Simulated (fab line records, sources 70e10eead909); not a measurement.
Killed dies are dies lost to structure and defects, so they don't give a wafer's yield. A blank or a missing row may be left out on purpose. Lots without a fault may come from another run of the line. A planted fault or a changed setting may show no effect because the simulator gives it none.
Chamber matching | flow nand_harc | NHARC_THIN_TSV_DEP_47 on pecvd-03: 3 sister chambers
The step deposits SiO2, target thk 200 nm. 14 wafers are shown with their chamber, then 7 later ones without.

WAFERS WITH THEIR CHAMBER
wafer  | chamber | throttle_valve_pct (%) | rf_fwd_power_W (W)
L481.2 | 2       | 15.6                   | 893.2
L481.3 | 1       | 16.1                   | 895.0
L481.5 | 1       | 16.0                   | 893.4
L486.1 | 2       | 15.8                   | 898.9
L486.2 | 1       | 15.9                   | 898.9
L486.4 | 0       | 16.0                   | 897.8
L485.2 | 0       | 15.6                   | 900.1
L485.5 | 2       | 15.6                   | 896.4
L485.6 | 0       | 15.7                   | 897.2
L488.1 | 1       | 15.9                   | 904.0
L488.5 | 1       | 16.4                   | 898.2
L488.6 | 2       | 15.8                   | 899.1
L487.1 | 0       | 16.0                   | 896.7
L487.2 | 2       | 15.7                   | 899.2

SIGNATURES (means of the wafers above)
reading            | chamber 0 | chamber 1 | chamber 2 | scatter within a chamber
throttle_valve_pct | 15.825    | 16.060    | 15.700    | 0.176
rf_fwd_power_W     | 897.950   | 897.900   | 897.360   | 3.03
Rule: a wafer's distance from a chamber is the root of the sum, over the readings, of the square of ((its reading less the chamber's mean) divided by the reading's scatter). The wafer belongs to the nearest chamber; if the next one is less than 2 further off, it can't be placed. The scatter: the root of (the sum of the squares of (reading less its chamber's mean) over the shown wafers, divided by (wafers less chambers)).

WAFERS WITHOUT THEIR CHAMBER
wafer  | throttle_valve_pct (%) | rf_fwd_power_W (W)
L487.4 | 15.8                   | 897.1
L494.1 | 16.1                   | 899.2
L494.4 | 16.1                   | 901.5
L494.6 | 15.8                   | 896.7
L493.1 | 15.8                   | 900.5
L493.4 | 15.5                   | 899.4
L493.6 | 16.1                   | 899.2

WHICH CHAMBER EACH WENT THROUGH
wafer  | from the rows above          | in truth
L487.4 | can't be placed: 0 or 2 or 1 | 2
L494.1 | can't be placed: 1 or 0 or 2 | 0
L494.4 | can't be placed: 1 or 0 or 2 | 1
L494.6 | can't be placed: 0 or 2 or 1 | 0
L493.1 | can't be placed: 0 or 2 or 1 | 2
L493.4 | can't be placed: 2 or 0 or 1 | 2
L493.6 | can't be placed: 1 or 0 or 2 | 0
Placed correctly: 0 of 7. Can't be placed from these rows: 7 (the true chamber is among the candidates in 7). Placed wrongly: 0.
